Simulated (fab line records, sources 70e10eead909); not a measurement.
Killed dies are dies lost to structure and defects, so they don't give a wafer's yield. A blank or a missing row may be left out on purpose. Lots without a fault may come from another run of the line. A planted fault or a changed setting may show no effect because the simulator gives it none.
Which tool did it? | flow nand_harc | 24 lots, 72 wafers sampled, at 6 steps of a route of 1302

WHAT THE GAUGES READ, wafer by wafer
NHARC_P_BONDPAD_INSPECT_23.
lot  | measured     | on                | raw_defect_count
L074 | day 6 20:44  | defect_inspect-01 | 251 235 301
L075 | day 7 09:13  | defect_inspect-02 | 353 443 339
L076 | day 7 17:06  | defect_inspect-02 | 329 262 353
L077 | day 7 21:55  | defect_inspect-02 | 300 409 253
L078 | day 8 09:22  | defect_inspect-01 | 251 340 222
L079 | day 8 15:47  | defect_inspect-02 | 770 310 337
L080 | day 9 04:25  | defect_inspect-01 | 503 241 237
L081 | day 9 12:02  | defect_inspect-01 | 293 298 384
L082 | day 10 02:45 | defect_inspect-02 | 329 372 348
L083 | day 10 09:00 | defect_inspect-01 | 277 309 210
L084 | day 10 14:32 | defect_inspect-01 | 360 231 299
L085 | day 11 18:07 | defect_inspect-02 | 344 396 615
L086 | day 11 21:55 | defect_inspect-01 | 442 664 312
L087 | day 12 01:45 | defect_inspect-02 | 203 526 461
L088 | day 12 19:20 | defect_inspect-01 | 338 272 311
L089 | day 13 05:57 | defect_inspect-01 | 275 360 479
L090 | day 13 18:47 | defect_inspect-01 | 371 292 413
L091 | day 13 19:43 | defect_inspect-01 | 452 468 234
L092 | day 14 02:24 | defect_inspect-01 | 188 177 176
L093 | day 14 10:29 | defect_inspect-02 | 307 199 235
L094 | day 15 00:25 | defect_inspect-02 | 253 304 341
L095 | day 15 09:56 | defect_inspect-02 | 341 349 432
L096 | day 15 22:19 | defect_inspect-01 | 219 189 266
L097 | day 16 12:08 | defect_inspect-02 | 210 222 343

WHICH TOOL RAN EACH LOT (tool, then ch and the chambers of the sampled wafers, then the start)
lot  | NHARC_P_M1_PVD_21                       | NHARC_P_M2_DESCUM_14               | NHARC_P_BONDPAD_ETCH_12                       | NHARC_P_BONDPAD_DEGAS_25     | NHARC_P_BONDPAD_CMP_19
L074 | pvd_sputter-02, day 6 13:35 or earlier  | rie_diel-09 ch 0,3, day 6 13:35    | rie_diel-02 ch 2,3, day 6 19:06 or earlier    | pvd_sputter-03, day 6 19:06  | cmp-03 ch 0,2,3, day 6 20:15
L075 | pvd_sputter-01, day 7 01:43 or earlier  | rie_diel-07 ch 1,2,3, day 7 01:43  | rie_diel-02 ch 0,1,2, day 7 07:35 or earlier  | pvd_sputter-01, day 7 07:35  | cmp-04 ch 1,2,3, day 7 08:44
L076 | pvd_sputter-02, day 7 09:49 or earlier  | rie_diel-07 ch 0,1, day 7 09:49    | rie_diel-08 ch 2,3, day 7 15:28 or earlier    | pvd_sputter-03, day 7 15:28  | cmp-03 ch 0,1, day 7 16:35
L077 | pvd_sputter-03, day 7 14:32 or earlier  | rie_diel-07 ch 1,2,3, day 7 14:32  | rie_diel-08 ch 0,1,2, day 7 20:08 or earlier  | pvd_sputter-01, day 7 20:08  | cmp-04 ch 0,2,3, day 7 21:23
L078 | pvd_sputter-01, day 8 02:17 or earlier  | rie_diel-07 ch 0,1,3, day 8 02:17  | rie_diel-02 ch 1,2,3, day 8 07:43 or earlier  | pvd_sputter-02, day 8 07:43  | cmp-04 ch 0,1,2, day 8 08:49
L079 | pvd_sputter-02, day 8 08:14 or earlier  | rie_diel-07 ch 1,3, day 8 08:14    | rie_diel-08 ch 2,3, day 8 13:48 or earlier    | pvd_sputter-01, day 8 13:48  | cmp-04 ch 2,3, day 8 15:17
L080 | pvd_sputter-01, day 8 21:09 or earlier  | rie_diel-13 ch 1,3, day 8 21:09    | rie_diel-04 ch 1,3, day 9 02:47 or earlier    | pvd_sputter-01, day 9 02:47  | cmp-04 ch 1,2, day 9 03:52
L081 | pvd_sputter-03, day 9 04:47 or earlier  | rie_diel-13 ch 1,2, day 9 04:47    | rie_diel-04 ch 0,1,2, day 9 10:25 or earlier  | pvd_sputter-02, day 9 10:25  | cmp-04 ch 1,2,3, day 9 11:31
L082 | pvd_sputter-03, day 9 19:35 or earlier  | rie_diel-07 ch 2,3, day 9 19:35    | rie_diel-04 ch 2,3, day 10 01:07 or earlier   | pvd_sputter-01, day 10 01:07 | cmp-04 ch 0,1,3, day 10 02:17
L083 | pvd_sputter-02, day 10 01:53 or earlier | rie_diel-13 ch 0,1,2, day 10 01:53 | rie_diel-08 ch 0,1,2, day 10 07:23 or earlier | pvd_sputter-03, day 10 07:23 | cmp-03 ch 1,2,3, day 10 08:28
L084 | pvd_sputter-02, day 10 07:33 or earlier | rie_diel-13 ch 2,3, day 10 07:33   | rie_diel-02 ch 1,2, day 10 12:55 or earlier   | pvd_sputter-02, day 10 12:55 | cmp-04 ch 1,2,3, day 10 14:03
L085 | pvd_sputter-01, day 11 09:16 or earlier | rie_diel-07 ch 1,3, day 11 09:16   | rie_diel-04 ch 0,1, day 11 16:26 or earlier   | pvd_sputter-03, day 11 16:26 | cmp-03 ch 0,2,3, day 11 17:38
L086 | pvd_sputter-03, day 11 14:47 or earlier | rie_diel-13 ch 0,2,3, day 11 14:47 | rie_diel-08 ch 1,2, day 11 20:18 or earlier   | pvd_sputter-02, day 11 20:18 | cmp-01 ch 0,3, day 11 21:23
L087 | pvd_sputter-01, day 11 18:23 or earlier | rie_diel-09 ch 2,3, day 11 18:23   | rie_diel-02 ch 1,2,3, day 12 00:08 or earlier | pvd_sputter-01, day 12 00:08 | cmp-04 ch 1,2, day 12 01:15
L088 | pvd_sputter-02, day 12 12:14 or earlier | rie_diel-07 ch 0,1,2, day 12 12:14 | rie_diel-08 ch 1,3, day 12 17:44 or earlier   | pvd_sputter-01, day 12 17:44 | cmp-04 ch 1,2,3, day 12 18:52
L089 | pvd_sputter-03, day 12 22:53 or earlier | rie_diel-07 ch 1,2,3, day 12 22:53 | rie_diel-04 ch 0,2,3, day 13 04:20 or earlier | pvd_sputter-01, day 13 04:20 | cmp-01 ch 0,1,3, day 13 05:26
L090 | pvd_sputter-01, day 13 11:46 or earlier | rie_diel-13 ch 0,1,3, day 13 11:46 | rie_diel-02 ch 2,3, day 13 17:11 or earlier   | pvd_sputter-02, day 13 17:11 | cmp-03 ch 1,2,3, day 13 18:16
L091 | pvd_sputter-03, day 13 12:30 or earlier | rie_diel-13 ch 0,2,3, day 13 12:30 | rie_diel-08 ch 1,3, day 13 18:02 or earlier   | pvd_sputter-01, day 13 18:02 | cmp-03 ch 0,2,3, day 13 19:13
L092 | pvd_sputter-03, day 13 19:16 or earlier | rie_diel-07 ch 0,1,3, day 13 19:16 | rie_diel-04 ch 0,1, day 14 00:48 or earlier   | pvd_sputter-02, day 14 00:48 | cmp-03 ch 0,2,3, day 14 01:56
L093 | pvd_sputter-03, day 14 03:02 or earlier | rie_diel-13 ch 2,3, day 14 03:02   | rie_diel-08 ch 0,1,2, day 14 08:51 or earlier | pvd_sputter-02, day 14 08:51 | cmp-01 ch 1,2,3, day 14 09:59
L094 | pvd_sputter-03, day 14 17:13 or earlier | rie_diel-07 ch 0,1,3, day 14 17:13 | rie_diel-08 ch 0,1, day 14 22:47 or earlier   | pvd_sputter-03, day 14 22:47 | cmp-03 ch 2,3, day 14 23:53
L095 | pvd_sputter-01, day 15 02:56 or earlier | rie_diel-13 ch 0,1,3, day 15 02:56 | rie_diel-02 ch 1,2,3, day 15 08:20 or earlier | pvd_sputter-01, day 15 08:20 | cmp-01 ch 1,2,3, day 15 09:25
L096 | pvd_sputter-03, day 15 15:14 or earlier | rie_diel-07 ch 1,3, day 15 15:14   | rie_diel-08 ch 1,2,3, day 15 20:41 or earlier | pvd_sputter-02, day 15 20:41 | cmp-01 ch 0,3, day 15 21:46
L097 | pvd_sputter-02, day 16 04:49 or earlier | rie_diel-09 ch 0,3, day 16 04:49   | rie_diel-02 ch 0,2,3, day 16 10:32 or earlier | pvd_sputter-01, day 16 10:32 | cmp-03 ch 0,1, day 16 11:36
- NHARC_P_M1_PVD_21: deposits Cu, target thk 30 nm, time 20.49 s.
- NHARC_P_M2_DESCUM_14: chemistry O2, time 3 s.
- NHARC_P_BONDPAD_ETCH_12: etches the open film in CHF3/O2, target depth 200 nm, time 100 s.
- NHARC_P_BONDPAD_DEGAS_25: time 60 s.
- NHARC_P_BONDPAD_CMP_19: polishes, t overpolish 30 s, cu recess touch 16 s, target thk 160.81 nm.

WHAT THE TOOLS THEMSELVES READ (means of the sampled wafers that have a number; where no wafer has one, the mark that the record gives instead)
NHARC_P_M1_PVD_21.
lot  | tool           | throttle_valve_pct (%)
L074 | pvd_sputter-02 | 29.9
L075 | pvd_sputter-01 | 30.0
L076 | pvd_sputter-02 | 30.7
L077 | pvd_sputter-03 | 29.7
L078 | pvd_sputter-01 | 29.7
L079 | pvd_sputter-02 | 30.8
L080 | pvd_sputter-01 | 30.4
L081 | pvd_sputter-03 | 29.6
L082 | pvd_sputter-03 | 29.6
L083 | pvd_sputter-02 | 30.6
L084 | pvd_sputter-02 | 30.7
L085 | pvd_sputter-01 | 29.7
L086 | pvd_sputter-03 | 29.5
L087 | pvd_sputter-01 | 30.2
L088 | pvd_sputter-02 | 30.7
L089 | pvd_sputter-03 | 29.7
L090 | pvd_sputter-01 | 28.7
L091 | pvd_sputter-03 | 29.9
L092 | pvd_sputter-03 | 29.8
L093 | pvd_sputter-03 | 29.7
L094 | pvd_sputter-03 | 29.5
L095 | pvd_sputter-01 | 30.3
L096 | pvd_sputter-03 | 29.6
L097 | pvd_sputter-02 | 30.7

NHARC_P_M2_DESCUM_14.
lot  | tool        | drypump_motor_current_A (A) | o2_flow_sccm (sccm) | oes_product_au (a.u.) | rf_vpp_V (V) | showerhead_plenum_p_Torr (Torr) | throttle_valve_pct (%)
L074 | rie_diel-09 | 6.1                         | 199.6               | 0.990                 | 57.0         | 1.93                            | 11.315
L075 | rie_diel-07 | 6.1                         | 200.4               | 1.004                 | 57.0         | 1.93                            | 11.314
L076 | rie_diel-07 | 6.1                         | 200.1               | 1.014                 | 58.6         | 1.97                            | 11.315
L077 | rie_diel-07 | 6.0                         | 200.4               | 1.012                 | 57.5         | 1.93                            | 11.307
L078 | rie_diel-07 | 5.7                         | 200.4               | 1.014                 | 57.2         | 1.93                            | 11.312
L079 | rie_diel-07 | 6.3                         | 199.5               | 1.014                 | 58.3         | 1.96                            | 11.323
L080 | rie_diel-13 | 5.2                         | 199.7               | 0.997                 | 58.9         | 2.02                            | 11.307
L081 | rie_diel-13 | 5.4                         | 199.6               | 0.997                 | 58.6         | 1.96                            | 11.309
L082 | rie_diel-07 | 5.8                         | 199.5               | 1.014                 | 57.1         | 1.90                            | 11.304
L083 | rie_diel-13 | 5.6                         | 199.9               | 0.999                 | 57.4         | 1.93                            | 11.306
L084 | rie_diel-13 | 5.3                         | 199.7               | 1.003                 | 57.5         | 1.95                            | 11.304
L085 | rie_diel-07 | 5.9                         | 201.1               | 1.017                 | 58.0         | 1.91                            | 11.310
L086 | rie_diel-13 | 5.4                         | 200.4               | 1.005                 | 57.8         | 1.92                            | 11.302
L087 | rie_diel-09 | 5.4                         | 200.2               | 0.990                 | 57.7         | 1.97                            | 11.309
L088 | rie_diel-07 | 5.9                         | 199.7               | 1.019                 | 57.0         | 1.94                            | 11.311
L089 | rie_diel-07 | 6.1                         | 199.1               | 1.018                 | 58.2         | 1.93                            | 11.316
L090 | rie_diel-13 | 5.4                         | 200.7               | 0.995                 | 57.5         | 1.96                            | 11.312
L091 | rie_diel-13 | 5.4                         | 199.9               | 1.002                 | 58.6         | 1.92                            | 11.311
L092 | rie_diel-07 | 5.8                         | 199.6               | 1.007                 | 58.2         | 1.93                            | 11.305
L093 | rie_diel-13 | 5.1                         | 200.4               | 0.995                 | 58.7         | 1.98                            | 11.312
L094 | rie_diel-07 | 5.7                         | 200.2               | 1.003                 | 58.5         | 1.93                            | 11.304
L095 | rie_diel-13 | 5.3                         | 199.6               | 1.007                 | 58.1         | 1.96                            | 11.307
L096 | rie_diel-07 | 5.9                         | 199.4               | 1.004                 | 58.1         | 1.91                            | 11.316
L097 | rie_diel-09 | 6.1                         | 200.3               | 1.003                 | 57.8         | 1.92                            | 11.317

NHARC_P_BONDPAD_ETCH_12.
lot  | tool        | drypump_motor_current_A (A) | o2_flow_sccm (sccm) | oes_product_au (a.u.) | rf_vpp_V (V) | showerhead_plenum_p_Torr (Torr) | throttle_valve_pct (%)
L074 | rie_diel-02 | 6.0                         | 10.01               | 0.966                 | 374.2        | 2.56                            | 20.570
L075 | rie_diel-02 | 6.0                         | 9.98                | 0.940                 | 371.8        | 2.46                            | 20.575
L076 | rie_diel-08 | 5.4                         | 10.01               | 0.967                 | 371.3        | 2.44                            | 20.578
L077 | rie_diel-08 | 5.7                         | 9.98                | 0.974                 | 369.9        | 2.37                            | 20.567
L078 | rie_diel-02 | 6.1                         | 9.99                | 0.922                 | 374.0        | 2.56                            | 20.574
L079 | rie_diel-08 | 5.5                         | 10.02               | 0.933                 | 369.6        | 2.37                            | 20.575
L080 | rie_diel-04 | 5.8                         | 10.01               | 0.970                 | 370.7        | 2.40                            | 20.571
L081 | rie_diel-04 | 6.0                         | 10.01               | 0.971                 | 371.7        | 2.42                            | 20.576
L082 | rie_diel-04 | 6.5                         | 10.00               | 0.928                 | 368.6        | 2.29                            | 20.574
L083 | rie_diel-08 | 5.7                         | 10.02               | 0.936                 | 370.0        | 2.37                            | 20.569
L084 | rie_diel-02 | 6.1                         | 10.01               | 0.976                 | 374.0        | 2.57                            | 20.571
L085 | rie_diel-04 | 5.6                         | 10.02               | 0.957                 | 371.9        | 2.47                            | 20.580
L086 | rie_diel-08 | 5.6                         | 10.03               | 0.958                 | 370.6        | 2.38                            | 20.577
L087 | rie_diel-02 | 6.1                         | 9.99                | 0.976                 | 374.0        | 2.55                            | 20.570
L088 | rie_diel-08 | 5.7                         | 9.96                | 0.968                 | 369.2        | 2.30                            | 20.580
L089 | rie_diel-04 | 6.0                         | 10.02               | 0.918                 | 369.6        | 2.39                            | 20.566
L090 | rie_diel-02 | 6.0                         | 10.00               | 0.972                 | 373.9        | 2.55                            | 20.573
L091 | rie_diel-08 | 5.7                         | 10.01               | 0.912                 | 368.2        | 2.30                            | 20.579
L092 | rie_diel-04 | 5.5                         | 9.98                | 0.921                 | 372.7        | 2.52                            | 20.569
L093 | rie_diel-08 | 5.7                         | 9.99                | 0.974                 | 369.9        | 2.37                            | 20.575
L094 | rie_diel-08 | 5.9                         | 9.97                | 0.966                 | 367.9        | 2.29                            | 20.569
L095 | rie_diel-02 | 6.0                         | 9.98                | 0.971                 | 373.9        | 2.55                            | 20.574
L096 | rie_diel-08 | 5.6                         | 10.01               | 0.924                 | 370.2        | 2.37                            | 20.583
L097 | rie_diel-02 | 6.0                         | 10.00               | 0.926                 | 371.2        | 2.44                            | 20.559

NHARC_P_BONDPAD_DEGAS_25.
lot  | tool           | heater_power_w (W)
L074 | pvd_sputter-03 | 474
L075 | pvd_sputter-01 | 489
L076 | pvd_sputter-03 | 494
L077 | pvd_sputter-01 | 480
L078 | pvd_sputter-02 | 449
L079 | pvd_sputter-01 | 456
L080 | pvd_sputter-01 | 490
L081 | pvd_sputter-02 | 458
L082 | pvd_sputter-01 | 485
L083 | pvd_sputter-03 | 474
L084 | pvd_sputter-02 | 458
L085 | pvd_sputter-03 | 477
L086 | pvd_sputter-02 | 415
L087 | pvd_sputter-01 | 512
L088 | pvd_sputter-01 | 479
L089 | pvd_sputter-01 | 475
L090 | pvd_sputter-02 | 459
L091 | pvd_sputter-01 | 482
L092 | pvd_sputter-02 | 409
L093 | pvd_sputter-02 | 421
L094 | pvd_sputter-03 | 476
L095 | pvd_sputter-01 | 478
L096 | pvd_sputter-02 | 449
L097 | pvd_sputter-01 | 483

NHARC_P_BONDPAD_CMP_19.
lot  | tool   | motor_current_A (A) | overpolish_run_s (s)
L074 | cmp-03 | 12.2                | 29.992
L075 | cmp-04 | 11.7                | 29.994
L076 | cmp-03 | 11.4                | 30.009
L077 | cmp-04 | 11.9                | 29.999
L078 | cmp-04 | 12.5                | 30.008
L079 | cmp-04 | 12.9                | 30.007
L080 | cmp-04 | 13.4                | 29.996
L081 | cmp-04 | 12.3                | 29.994
L082 | cmp-04 | 11.0                | 29.998
L083 | cmp-03 | 12.1                | 30.002
L084 | cmp-04 | 12.1                | 29.993
L085 | cmp-03 | 11.9                | 30.006
L086 | cmp-01 | 13.3                | 30.000
L087 | cmp-04 | 12.4                | 30.011
L088 | cmp-04 | 12.3                | 29.996
L089 | cmp-01 | 13.5                | 30.000
L090 | cmp-03 | 11.7                | 30.005
L091 | cmp-03 | 12.3                | 30.004
L092 | cmp-03 | 11.9                | 29.998
L093 | cmp-01 | 13.1                | 29.997
L094 | cmp-03 | 11.5                | 29.998
L095 | cmp-01 | 12.9                | 29.994
L096 | cmp-01 | 13.3                | 29.998
L097 | cmp-03 | 11.8                | 30.012

THE ANSWER, worked out from the rows above alone
Rule: what is usual is taken from the lots themselves. Put in order of their means at a reading, lots are off if they are a third of the lots or fewer, leave a main group of 4 or more, and stand apart from it by a gap of 3 or more times the standard deviation of the main group's means; of several such gaps the widest counts. A main group whose means are all the same, to the digits that the tables above print for the reading, isn't used. A lot without any number at a reading at which 4 lots or more have one is off too. The other lots that the step has rows for count as sound. The gauges are gone through in route order, then the tools' own readings, and for those a lot's mean is taken as printed above. The first step at which some lot is off is used, and at that step the reading that is off furthest; a lot without a number counts as furthest.
No lot is off at any reading shown: from this, nothing can be told.

WHAT THE SIMULATOR HAD PUT IN
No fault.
